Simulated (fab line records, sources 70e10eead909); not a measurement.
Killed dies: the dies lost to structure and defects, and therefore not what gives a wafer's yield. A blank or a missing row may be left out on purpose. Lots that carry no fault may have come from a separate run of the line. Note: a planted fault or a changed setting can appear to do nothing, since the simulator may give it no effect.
fab line records ; flow nand_harc
record: lots: 7; wafers: 21; last_day: 24
route steps=1159 shown P_ZERO_WELL@53 P_STI@69 END@1159
lots untouched by any fault: they come from a run of this same line in which no faults occurred
start_h: hours from the record's first day to the start of the lot's first wafer shown ; wait_h: time in hours since the lot's previous step ; " unchanged from the row above ; L1.1+2: one row covering several wafers at once ; - no value present, or no start provided ; * or withheld: withheld ; < > ~ a bound
route shown NAME@n: names a module that has steps shown in the file, with the first one's number in the route ; usual: the fault-free wafers' mean and standard deviation ; same: alike in all rows ; chamber/n: place in a boat ; sites: per-site readings ; _std_site: the standard deviation of these ; _edge_site: inner sites' mean taken away from outer sites' mean ; radius_mm: how far each site lies from the wafer's centre ; mask NAME#n: copy n ; behind: the tool/chamber that last shaped the wafer ; hold: the reason the lot was held/the length of the hold in hours/how it ended ; device: the n, p or np transistor that did not switch ; end of line: tests of these same wafers at the route's end ; a step given without rows: its recipe and nothing more ; killed: dies lost to structure and defects at the first sort, not the wafer's yield ; map: dies across one wafer; x = killed, . = not, _ = none there
set.NAME: the setting the step ran with; set.NAME@STEP: the setting that earlier step ran with ; model.NAME: the simulator's own value behind a step, which no gauge read
lots at some steps of the route; a table a step, a row a wafer
services: when a tool's chamber went out of use (start_h, in hours from the record's first day, below 0 if earlier), for how many hours, and the reason
== steps ==
step: NHARC_P_ZERO_WELL_COAT_46
recipe: spin_rpm: withheld
step: NHARC_P_ZERO_WELL_SOFTBAKE_47
recipe: temp_c: 122; time_s: 95
step: NHARC_P_ZERO_WELL_EBR_48
step: NHARC_P_ZERO_WELL_EXPOSE_49
recipe: na: 0.6; target_cd_nm: 2000; dose_mj: 22.64; mask_id: P_HVPW
step: NHARC_P_ZERO_WELL_PEB_50
recipe: peb_temp_c: 118; peb_time_s: 85
step: NHARC_P_ZERO_WELL_DEVELOP_51
recipe: time_s: 70
step: NHARC_P_ZERO_WELL_CD_MEAS_52
recipe: target_cd_nm: 2000; landing_energy_ev: 500
usual: cd_nm: 2000.4/2.6
lot.wafer;tool;chamber;start_h;wait_h;cd_nm
L135.4;cd_sem-03;0;47.93;-;1998.0
L135.5;cd_sem-03;0;47.93;-;1994.6
L135.6;cd_sem-03;0;47.93;-;1997.4
L138.2;cd_sem-03;0;65.95;-;2002.7
L138.4;cd_sem-03;0;65.95;-;2003.6
L138.6;cd_sem-03;0;65.95;-;2001.7
L139.1;cd_sem-01;0;72.45;-;2000.1
L139.4;cd_sem-01;0;72.45;-;1999.8
L139.5;cd_sem-01;0;72.45;-;2002.0
L145.2;cd_sem-01;0;107.77;-;2005.3
L145.3;cd_sem-01;0;107.77;-;1999.8
L145.6;cd_sem-01;0;107.77;-;2004.3
L148.1;cd_sem-02;0;125.54;-;1998.5
L148.4;cd_sem-02;0;125.54;-;1996.3
L148.6;cd_sem-02;0;125.54;-;2000.1
L151.1;cd_sem-03;0;143.82;-;1996.5
L151.4;cd_sem-03;0;143.82;-;2002.8
L151.5;cd_sem-03;0;143.82;-;2001.1
L152.1;cd_sem-01;0;149.81;-;1995.3
L152.3;cd_sem-01;0;149.81;-;1998.5
L152.4;cd_sem-01;0;149.81;-;1998.3
step: NHARC_P_ZERO_WELL_HARDBAKE_53
recipe: temp_c: 125; time_s: 80
step: NHARC_P_ZERO_WELL_DESCUM_54
recipe: time_s: 3; o2_flow_sccm: 200; ar_flow_sccm: 0; bias_power_w: 0; chemistry: O2
usual: drypump_motor_current_A: 5.8/0.46; oes_product_au: 1.004/0.016; rf_vpp_V: 57.8/0.88; showerhead_plenum_p_Torr: 1.89/0.074; throttle_valve_pct: 11.310/0.0091
lot.wafer;tool;chamber;start_h;wait_h;drypump_motor_current_A;oes_product_au;rf_hours_counter_h;rf_vpp_V;showerhead_plenum_p_Torr;throttle_valve_pct
L135.4;rie_diel-11;3;48.08;-;5.8;1.006;1.5;58.5;1.98;11.302
L135.5;rie_diel-11;3;48.08;-;5.8;0.997;-;57.5;1.98;11.317
L135.6;rie_diel-11;0;48.08;-;5.9;1.016;-;58.3;1.88;11.311
L138.4;rie_diel-10;1;66.11;-;5.2;1.019;3.5;57.7;1.96;11.308
L138.2;rie_diel-10;2;66.11;-;6.4;1.025;4.0;59.0;2.05;11.331
L138.6;rie_diel-10;2;66.11;-;6.3;1.017;-;58.5;2.04;11.324
L139.1;rie_diel-10;2;72.61;-;6.3;1.032;4.7;58.4;2.04;11.317
L139.4;rie_diel-10;0;72.61;-;6.6;1.023;3.4;58.0;1.80;11.307
L139.5;rie_diel-10;3;72.61;-;5.6;1.003;-;58.4;1.98;11.320
L145.3;rie_diel-05;1;107.93;-;5.6;1.006;8.1;57.1;1.83;11.318
L145.2;rie_diel-05;2;107.93;-;4.9;1.003;7.8;58.7;1.85;11.299
L145.6;rie_diel-05;2;107.93;-;4.9;0.992;-;56.8;1.85;11.314
L148.4;rie_diel-05;1;125.72;-;5.6;0.999;8.8;58.2;1.83;11.313
L148.1;rie_diel-05;2;125.72;-;4.9;0.978;8.7;57.2;1.85;11.315
L148.6;rie_diel-05;1;125.72;-;5.7;1.019;-;57.6;1.83;11.316
L151.1;rie_diel-05;3;144.01;-;5.6;0.985;9.3;58.6;1.89;11.309
L151.4;rie_diel-05;0;144.01;-;6.0;1.014;9.5;56.4;1.80;11.293
L151.5;rie_diel-05;2;144.01;-;4.9;0.987;-;58.1;1.85;11.311
L152.1;rie_diel-10;0;149.97;-;6.7;1.037;9.6;56.7;1.80;11.307
L152.4;rie_diel-10;2;149.97;-;6.3;1.041;9.3;58.4;2.04;11.322
L152.3;rie_diel-10;3;149.97;-;5.7;0.984;9.3;57.3;1.98;11.323
step: NHARC_P_ZERO_WELL_IMPLANT_55
recipe: energy_kev: 180; dose_cm2: 8e+11; tilt_deg: 7
step: NHARC_P_ZERO_WELL_IMPLANT_61
recipe: energy_kev: 30; dose_cm2: 5e+11; tilt_deg: 7
step: NHARC_P_ZERO_WELL_STRIP_56
recipe: time_s: 840; temp_c: 130; chemistry: SPM
step: NHARC_P_ZERO_WELL_PRECLEAN_68
recipe: time_s: 60; temp_c: 50; bath_age_min: 0; chemistry: SC1
lot.wafer;tool;chamber;start_h;wait_h
L135.5+6+4;wet_bench-05;3,4,5;48.67;-
L138.4+2+6;wet_bench-04;4,7,0;66.71;-
L139.1+5+4;wet_bench-05;5,6,7;73.20;-
L145.2+3+6;wet_bench-05;6,7,0;108.54;-
L148.4+6+1;wet_bench-04;7,0,2;126.30;-
L151.4+5+1;wet_bench-04;6,7,3;144.57;-
L152.1+4+3;wet_bench-04;4,5,1;150.58;-
step: NHARC_P_ZERO_WELL_SRD_69
step: NHARC_P_ZERO_WELL_RTA_42
recipe: temp_c: 1100; time_s: 300
usual: anneal_temp_c_max: 1106.7/1.8; lamp_power_pct: 41.09/0.16; wafer_temp_C_max: 1105.1/1.1
lot.wafer;tool;chamber;start_h;wait_h;anneal_temp_c_max;lamp_power_pct;wafer_temp_C_max
L135.4;rtp_anneal-01;0;49.37;-;1105.9;40.87;1105.0
L135.5;rtp_anneal-01;0;49.37;-;1104.6;40.81;1106.0
L135.6;rtp_anneal-01;0;49.37;-;1104.2;40.83;1105.0
L138.2;rtp_anneal-02;0;67.20;-;1109.0;41.10;1104.2
L138.4;rtp_anneal-02;0;67.20;-;1106.8;41.07;1104.2
L138.6;rtp_anneal-02;0;67.20;-;1108.9;41.12;1105.3
L139.1;rtp_anneal-01;0;73.59;-;1104.9;40.99;1105.2
L139.4;rtp_anneal-01;0;73.59;-;1105.7;40.93;1106.0
L139.5;rtp_anneal-01;0;73.59;-;1105.2;41.03;1105.7
L145.2;rtp_anneal-02;0;109.02;-;1108.8;41.12;1105.1
L145.3;rtp_anneal-02;0;109.02;-;1108.4;41.14;1104.9
L145.6;rtp_anneal-02;0;109.02;-;1108.0;41.09;1104.1
L148.1;rtp_anneal-02;0;126.69;-;1108.8;41.25;1102.7
L148.4;rtp_anneal-02;0;126.69;-;1108.7;41.31;1104.6
L148.6;rtp_anneal-02;0;126.69;-;1106.5;41.26;1104.6
L151.1;rtp_anneal-01;0;144.97;-;1105.6;40.95;1105.9
L151.4;rtp_anneal-01;0;144.97;-;1104.9;40.93;1105.6
L151.5;rtp_anneal-01;0;144.97;-;1107.4;40.87;1104.6
L152.1;rtp_anneal-01;0;150.97;-;1105.3;40.89;1106.0
L152.3;rtp_anneal-01;0;150.97;-;1105.3;40.90;1105.3
L152.4;rtp_anneal-01;0;150.97;-;1105.8;40.88;1107.6
step: NHARC_P_ZERO_WELL_INSPECT_43
usual: raw_defect_count: 13/5.9
lot.wafer;tool;chamber;start_h;wait_h;raw_defect_count
L135.4;defect_inspect-01;-;49.72;0.2;12
L135.5;defect_inspect-01;-;49.72;0.2;8
L135.6;defect_inspect-01;-;49.72;0.2;10
L138.2;defect_inspect-02;-;67.76;0.5;9
L138.4;defect_inspect-02;-;67.76;0.5;7
L138.6;defect_inspect-02;-;67.76;0.5;10
L139.1;defect_inspect-01;-;74.28;0.6;19
L139.4;defect_inspect-01;-;74.28;0.6;13
L139.5;defect_inspect-01;-;74.28;0.6;15
L145.2;defect_inspect-01;-;109.58;0.5;18
L145.3;defect_inspect-01;-;109.58;0.5;19
L145.6;defect_inspect-01;-;109.58;0.5;24
L148.1;defect_inspect-02;-;127.37;0.6;287
L148.4;defect_inspect-02;-;127.37;0.6;314
L148.6;defect_inspect-02;-;127.37;0.6;322
L151.1;defect_inspect-01;-;145.64;0.6;310
L151.4;defect_inspect-01;-;145.64;0.6;310
L151.5;defect_inspect-01;-;145.64;0.6;322
L152.1;defect_inspect-02;-;151.64;0.6;306
L152.3;defect_inspect-02;-;151.64;0.6;306
L152.4;defect_inspect-02;-;151.64;0.6;287
step: NHARC_P_STI_ETCH_26
recipe: target_depth_a: 110; chemistry: dHF; material: SiO2
step: NHARC_P_STI_PRECLEAN_27
recipe: time_s: *; temp_c: 50; bath_age_min: 0; chemistry: SC1
step: NHARC_P_STI_SRD_28
step: NHARC_P_STI_OXIDE_29
recipe: target_thk_a: 100; temp_c: 900; ox_time_s: 1362; material: SiO2
step: NHARC_P_STI_HM_DEP_30
recipe: target_thk_a: 800; temp_c: 790; pressure_mtorr: 300; time_s: 873; material: Si3N4
step: NHARC_P_STI_DEHYDRATE_01
recipe: temp_c: 150; time_s: 120
step: NHARC_P_STI_HMDS_02
recipe: time_s: 30
step: NHARC_P_STI_COAT_41
recipe: temp_c: 200; time_s: 65
step: NHARC_P_STI_COAT_03
recipe: spin_rpm: 2000; resist_thk_nm: 600
step: NHARC_P_STI_SOFTBAKE_04
recipe: temp_c: 125; time_s: 70
step: NHARC_P_STI_EBR_05
step: NHARC_P_STI_EXPOSE_06
recipe: na: 0.55; target_cd_nm: 200; dose_mj: 37.69; mask_id: P_STI
step: NHARC_P_STI_PEB_07
recipe: peb_temp_c: 128; peb_time_s: 80
step: NHARC_P_STI_DEVELOP_08
recipe: time_s: 50; dev_temp_c: 22
step: NHARC_P_STI_CD_MEAS_09
recipe: target_cd_nm: 200; landing_energy_ev: 500
usual: cd_nm: 200/3.6
lot.wafer;tool;chamber;start_h;wait_h;cd_nm
L135.4;cd_sem-03;0;65.86;-;204
L135.5;cd_sem-03;0;65.86;-;197
L135.6;cd_sem-03;0;65.86;-;200
L138.2;cd_sem-01;0;84.77;-;202
L138.4;cd_sem-01;0;84.77;-;204
L138.6;cd_sem-01;0;84.77;-;205
L139.1;cd_sem-01;0;90.71;-;195
L139.4;cd_sem-01;0;90.71;-;206
L139.5;cd_sem-01;0;90.71;-;198
L145.2;cd_sem-03;0;126.00;-;196
L145.3;cd_sem-03;0;126.00;-;198
L145.6;cd_sem-03;0;126.00;-;203
L148.1;cd_sem-03;0;144.84;-;200
L148.4;cd_sem-03;0;144.84;-;200
L148.6;cd_sem-03;0;144.84;-;201
L151.1;cd_sem-01;0;157.61;-;196
L151.4;cd_sem-01;0;157.61;-;197
L151.5;cd_sem-01;0;157.61;-;200
L152.1;cd_sem-03;0;169.33;-;196
L152.3;cd_sem-03;0;169.33;-;203
L152.4;cd_sem-03;0;169.33;-;197
step: NHARC_P_STI_OVL_MEAS_10
usual: overlay_x_nm: 2/6.2; overlay_y_nm: 0/4.8
lot.wafer;tool;chamber;start_h;wait_h;overlay_x_nm;overlay_y_nm
L135.4;overlay-01;-;65.95;-;1;0
L135.5;overlay-01;-;65.95;-;1;0
L135.6;overlay-01;-;65.95;-;0;1
L138.2;overlay-01;-;84.85;-;12;-2
L138.4;overlay-01;-;84.85;-;13;-1
L138.6;overlay-01;-;84.85;-;12;-1
L139.1;overlay-02;-;90.80;-;-14;-11
L139.4;overlay-02;-;90.80;-;-13;-12
L139.5;overlay-02;-;90.80;-;-14;-12
L145.2;overlay-01;-;126.08;-;6;2
L145.3;overlay-01;-;126.08;-;6;2
L145.6;overlay-01;-;126.08;-;6;2
L148.1;overlay-02;-;144.93;-;12;5
L148.4;overlay-02;-;144.93;-;12;6
L148.6;overlay-02;-;144.93;-;12;5
L151.1;overlay-02;-;157.69;-;-1;-1
L151.4;overlay-02;-;157.69;-;-1;-2
L151.5;overlay-02;-;157.69;-;-1;-2
L152.1;overlay-01;-;169.43;-;4;4
L152.3;overlay-01;-;169.43;-;4;3
L152.4;overlay-01;-;169.43;-;3;4
step: NHARC_P_STI_INSPECT_11
usual: raw_defect_count: 5.6/2.8
lot.wafer;tool;chamber;start_h;wait_h;raw_defect_count
L135.4;defect_inspect-02;-;65.98;0.0;7
L135.5;defect_inspect-02;-;65.98;0.0;6
L135.6;defect_inspect-02;-;65.98;0.0;8
L138.2;defect_inspect-02;-;84.89;0.0;11
L138.4;defect_inspect-02;-;84.89;0.0;2
L138.6;defect_inspect-02;-;84.89;0.0;8
L139.1;defect_inspect-02;-;90.84;0.0;7
L139.4;defect_inspect-02;-;90.84;0.0;7
L139.5;defect_inspect-02;-;90.84;0.0;6
L145.2;defect_inspect-01;-;126.12;0.0;0
L145.3;defect_inspect-01;-;126.12;0.0;5
L145.6;defect_inspect-01;-;126.12;0.0;6
L148.1;defect_inspect-01;-;144.97;0.0;288
L148.4;defect_inspect-01;-;144.97;0.0;303
L148.6;defect_inspect-01;-;144.97;0.0;308
L151.1;defect_inspect-02;-;157.73;0.0;290
L151.4;defect_inspect-02;-;157.73;0.0;289
L151.5;defect_inspect-02;-;157.73;0.0;302
L152.1;defect_inspect-01;-;169.46;0.0;283
L152.3;defect_inspect-01;-;169.46;0.0;297
L152.4;defect_inspect-01;-;169.46;0.0;280
step: NHARC_P_STI_HARDBAKE_13
recipe: temp_c: 118; time_s: 65
step: NHARC_END_SORT_01
recipe: temp_c: 25
usual: killed_at_array: 31/11; killed_at_other: 0.5/0.78; killed_at_periphery: 3.0/2; killed_dies: 34/12; killed_open: 3.2/2; killed_short: 1.9/1.6
same: gross_dies: 677
lot.wafer;tool;chamber;start_h;wait_h;killed_at_array;killed_at_other;killed_at_periphery;killed_dies;killed_open;killed_short
L135.4;prober-02;0;483.86;3.4;34;0;4;38;3;3
L135.5;prober-02;0;484.65;3.7;28;1;7;36;1;3
L135.6;prober-02;0;485.45;4.0;28;0;3;31;3;0
L139.1;prober-02;0;489.24;2.5;16;0;0;16;3;1
L139.4;prober-02;0;491.67;3.4;24;0;1;25;2;4
L139.5;prober-02;0;492.48;3.7;23;0;2;25;4;2
L148.1;prober-01;0;548.63;2.5;25;0;52;77;5;1
L148.4;prober-01;0;551.08;3.4;39;1;56;96;4;3
L148.6;prober-01;0;552.70;4.1;30;0;73;103;0;0
L152.1;prober-02;0;564.17;2.4;38;1;32;71;10;3
L152.3;prober-02;0;565.75;3.1;41;1;76;118;5;7
L152.4;prober-02;0;566.55;3.4;34;1;67;102;2;2
L151.1;prober-01;0;569.96;2.5;43;1;76;120;6;1
L151.4;prober-01;0;572.41;3.4;59;0;53;112;8;3
L151.5;prober-01;0;573.23;3.8;50;0;55;105;2;1
killed by level:class
L135.4 A_SLIT:chamber_film_flake=14 A_STAIRCASE:chamber_film_flake=7 A_CHANNEL_HOLE_D1:chamber_film_flake=4 P_ZERO_WELL:chamber_film_flake=3 A_CONTACT:geometric_particle:open=2 A_CHANNEL_HOLE_D1:geometric_particle:short=1 A_SGD_CUT:geometric_particle:short=1 A_BLC:geometric_particle:short=1
L135.5 A_SLIT:chamber_film_flake=14 A_CHANNEL_HOLE_D1:chamber_film_flake=6 P_GATE:chamber_film_flake=3 P_ZERO_WELL:chamber_film_flake=3 P_CONTACT:geometric_particle:short=1 A_CHANNEL_HOLE_D1:geometric_particle:short=1 A_CHANNEL_FILL_D1:geometric_particle:short=1 A_BLC:geometric_particle:open=1
L135.6 A_SLIT:chamber_film_flake=17 A_CHANNEL_HOLE_D1:chamber_film_flake=5 A_STAIRCASE:chamber_film_flake=5 P_GATE:geometric_particle:open=1 P_M0:geometric_particle:open=1 A_CONTACT:geometric_particle:open=1 P_GATE:chamber_film_flake=1
L139.1 A_STAIRCASE:chamber_film_flake=6 A_CHANNEL_HOLE_D1:chamber_film_flake=3 A_BLC:geometric_particle:open=2 A_ZERO_WELL:chamber_film_flake=2 A_CHANNEL_FILL_D1:geometric_particle:short=1 A_CONTACT:geometric_particle:open=1 A_WL_FILL:chamber_film_flake=1
L139.4 A_STAIRCASE:chamber_film_flake=7 A_ZERO_WELL:chamber_film_flake=5 A_CHANNEL_HOLE_D1:chamber_film_flake=2 A_CHANNEL_FILL_D1:chamber_film_flake=2 A_CONTACT:chamber_film_flake=2 P_CONTACT:geometric_particle:short=1 A_CHANNEL_HOLE_D1:geometric_particle:open=1 A_CHANNEL_FILL_D1:geometric_particle:short=1
L139.5 A_CHANNEL_HOLE_D1:chamber_film_flake=6 A_SLIT:chamber_film_flake=4 A_STAIRCASE:chamber_film_flake=3 A_CHANNEL_FILL_D1:chamber_film_flake=2 A_CONTACT:chamber_film_flake=2 P_M0:geometric_particle:open=1 P_M2:geometric_particle:open=1 A_ONON_D1:geometric_particle:short=1
L148.1 P_ZERO_WELL:unspecified=48 A_SLIT:chamber_film_flake=13 A_WL_FILL:chamber_film_flake=4 P_ZERO_WELL:chamber_film_flake=2 A_CHANNEL_HOLE_D1:chamber_film_flake=2 A_CONTACT:chamber_film_flake=2 P_GATE:geometric_particle:open=1 P_M0:geometric_particle:open=1
L148.4 P_ZERO_WELL:unspecified=56 A_SLIT:chamber_film_flake=23 A_CONTACT:chamber_film_flake=5 A_WL_FILL:chamber_film_flake=3 A_SOURCE_PLATE:geometric_particle:short=1 A_CHANNEL_FILL_D1:geometric_particle:short=1 A_CHANNEL_FILL_D1:geometric_particle:open=1 A_SGD_CUT:geometric_particle:open=1
L148.6 P_ZERO_WELL:unspecified=73 A_SLIT:chamber_film_flake=14 A_CHANNEL_HOLE_D1:chamber_film_flake=9 A_WL_FILL:chamber_film_flake=4 A_CONTACT:chamber_film_flake=3
L152.1 P_ZERO_WELL:unspecified=28 A_SLIT:chamber_film_flake=19 A_CHANNEL_HOLE_D1:chamber_film_flake=6 A_ONON_D1:geometric_particle:open=2 A_CHANNEL_FILL_D1:geometric_particle:open=2 A_CONTACT:geometric_particle:open=2 P_GATE:chamber_film_flake=2 P_M2:geometric_particle:open=1
L152.3 P_ZERO_WELL:unspecified=73 A_SLIT:chamber_film_flake=20 A_CHANNEL_HOLE_D1:chamber_film_flake=7 A_ONON_D1:geometric_particle:short=2 A_CONTACT:geometric_particle:short=2 A_WL_FILL:chamber_film_flake=2 A_CONTACT:chamber_film_flake=2 P_GATE:geometric_particle:open=1
L152.4 P_ZERO_WELL:unspecified=64 A_SLIT:chamber_film_flake=19 A_CHANNEL_HOLE_D1:chamber_film_flake=10 A_SGD_CUT:geometric_particle:short=2 A_WL_FILL:chamber_film_flake=2 P_M1:geometric_particle:open=1 A_CHANNEL_FILL_D1:geometric_particle:open=1 P_STI:chamber_film_flake=1
L151.1 P_ZERO_WELL:unspecified=69 A_CHANNEL_HOLE_D1:chamber_film_flake=18 A_SLIT:chamber_film_flake=16 A_CONTACT:chamber_film_flake=5 P_M0:geometric_particle:open=2 P_GATE:chamber_film_flake=2 P_CONTACT:geometric_particle:open=1 A_ONON_D1:geometric_particle:open=1
L151.4 P_ZERO_WELL:unspecified=46 A_CHANNEL_HOLE_D1:chamber_film_flake=26 A_SLIT:chamber_film_flake=16 A_CONTACT:geometric_particle:open=3 P_BONDPAD:chamber_film_flake=3 A_CONTACT:chamber_film_flake=3 A_M0:chamber_film_flake=3 P_GATE:geometric_particle:open=2
L151.5 P_ZERO_WELL:unspecified=52 A_CHANNEL_HOLE_D1:chamber_film_flake=26 A_SLIT:chamber_film_flake=15 A_CONTACT:chamber_film_flake=6 A_WL_FILL:geometric_particle:short=1 A_WL_FILL:geometric_particle:open=1 A_BLC:geometric_particle:open=1 P_STI:chamber_film_flake=1
map L148.6 (x killed, . not)
____________.____________
_________......._________
_______..........._______
______.............______
_____..............._____
____.................____
____.xx..x...........____
___..xxxx.............___
___..xxxxxx...........___
__..xxxxxxx............__
__...xxxxxxx...........__
_...xxxxxxxx............_
_...xxxxxx.xx...x..x...._
_...xxxxxxx............._
_...xxxxxxx...x..xxxx..._
_...xxxxxxxx.........x.._
.....x.xxxx.....xxx..x...
......xx.x.....x.xx......
.................xxx.x...
................xxx......
.................x.......
_...............x......._
_................x......_
_......................._
_......................._
_x......................_
__x..x.................__
__.....................__
___....x..............___
___...................___
____.................____
____.................____
_____x.............._____
______.............______
_______..........._______
_________......._________
____________.____________
map L151.1 (x killed, . not)
____________.____________
_________......._________
_______..........._______
______.........x...______
_____......x...x.x.._____
____.................____
____......x..........____
___........x..........___
___......x..x..x......___
__.......x..x..........__
__....x..xxx.x.x.......__
_.....x...x.x..........x_
_.........x.x..........._
_........xx............._
_.......x..............._
_.......x..............._
..........x.x............
.........xxxxxx...x......
........xxxxxxxx.........
....x...xxxxxxxx..x......
.........xxxxxxx....x....
_.......xxxxxxx.....x..._
_......xxxxxxxx........._
_.....x.xxxxxxx...x....._
_..x....x.xxxxx...x.x..._
_........xxxxxx...xx...._
__..........x....xx.xx.__
__........x.........x..__
___.............xx..x.___
___.........xx.....x..___
____......x..........____
____.................____
_____..............._____
______...x.........______
_______x.........._______
_________......._________
____________.____________
== services ==
tool;chamber;start_h;hours;kind
wet_bench-05;0;28.80;-;consumable_replace:bath
wet_bench-05;0;28.80;-;consumable_replace:filter
wet_bench-05;1;28.80;-;consumable_replace:bath
wet_bench-05;1;28.80;-;consumable_replace:filter
wet_bench-05;2;28.80;-;consumable_replace:bath
wet_bench-05;2;28.80;-;consumable_replace:filter
wet_bench-05;3;28.80;-;consumable_replace:bath
wet_bench-05;3;28.80;-;consumable_replace:filter
wet_bench-05;4;28.80;-;consumable_replace:bath
wet_bench-05;4;28.80;-;consumable_replace:filter
wet_bench-05;5;28.80;-;consumable_replace:bath
wet_bench-05;5;28.80;-;consumable_replace:filter
wet_bench-05;6;28.80;-;consumable_replace:bath
wet_bench-05;6;28.80;-;consumable_replace:filter
wet_bench-05;7;28.80;-;consumable_replace:bath
wet_bench-05;7;28.80;-;consumable_replace:filter
rie_diel-10;0;33.00;-;clean
rie_diel-10;1;33.00;-;clean
rie_diel-10;2;33.00;-;clean
rie_diel-10;3;33.00;-;clean
rie_diel-10;2;34.32;4.2;repair
wet_bench-05;-;41.92;2.0;repair
rie_diel-11;1;59.22;7.6;repair
rie_diel-11;-;76.75;0.3;repair
== key ==
first_sign: step: NHARC_P_ZERO_WELL_INSPECT_43; reading: raw_defect_count; direction: up; sigmas: 50; usual: 13; struck: 307
effect: step: NHARC_P_STI_INSPECT_11; reading: raw_defect_count; direction: up; sigmas: 99+; usual: 5.6; struck: 293.3
effect: step: NHARC_END_SORT_01; reading: killed_at_periphery; direction: up; sigmas: 28; usual: 3.0; struck: 60
more_kills_born_at: NHARC_P_ZERO_WELL_PRECLEAN_68@wet_bench-04: 509
met_at NHARC_P_ZERO_WELL_PRECLEAN_68
struck_wafers L148.1,L148.4,L148.6,L151.1,L151.4,L151.5,L152.1,L152.3,L152.4
tester_left_out L148,L151,L152
onset_between 66.71 126.30
also_fits time
fault: kind: chamber_particle_source; tool: wet_bench-04; chamber: -; onset_h: 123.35; steps: NHARC_P_ZERO_WELL_PRECLEAN_68; rate_per_visit_cm2: 0.44064; end_h: 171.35
tester_left_out: of these lots the tester's yield and bins aren't shown, on N5 and GAA mostly nor the transistor test; their killed dies are dies lost to structure and defects alone, not to doping, threshold or leakage, so they don't give the yield
